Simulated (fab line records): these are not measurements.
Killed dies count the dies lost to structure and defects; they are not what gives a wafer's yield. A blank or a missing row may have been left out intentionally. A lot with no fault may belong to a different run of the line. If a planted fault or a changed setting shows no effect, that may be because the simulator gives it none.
Matching of chambers ; flow nand harc ; rie diel-01 running NHARC_A_STAIRCASE_TRIM_12: 4 sister chambers
The step chemistry O2, time 211.2 s. 4 wafers are shown with their chamber, then 11 later ones without.

WAFERS PAIRED WITH THEIR CHAMBERS
wafer;chamber;drypump motor current A (A)
L089.4;3;5.7
L088.1;1;6.1
L088.5;0;4.7
L088.2;2;5.8

WAFERS MISSING THEIR CHAMBER
wafer;drypump motor current A (A)
L088.3;5.6
L088.6;6.1
L090.1;6.1
L090.3;4.7
L090.5;4.7
L093.1;5.9
L093.2;5.6
L093.5;6.1
L096.2;5.6
L096.4;4.7
L096.6;5.6

CHAMBER TAKEN BY EACH
wafer;from the rows above;in truth
L088.3;can't be placed: 3 or 2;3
L088.6;1;1
L090.1;1;1
L090.3;0;0
L090.5;0;0
L093.1;can't be placed: 2 or 1 or 3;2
L093.2;can't be placed: 3 or 2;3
L093.5;1;1
L096.2;can't be placed: 3 or 2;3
L096.4;0;0
L096.6;can't be placed: 3 or 2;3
6 of 11 placed correctly. From these rows, 5 cannot be placed; in 5 the true chamber is one of the candidates. 0 placed wrongly.
How it was worked out, from the rows above alone: a wafer's distance from a chamber is the root of the sum, over the readings, of the square of ((its reading less the chamber's mean) divided by the reading's scatter). The wafer belongs to the nearest chamber; if the next one is less than 2 further off, it can't be placed. The mean given for a chamber averages the wafers shown for that chamber. The scatter: root of mean squared gap, hidden wafer to nearest shown wafer, with one shown wafer a chamber.
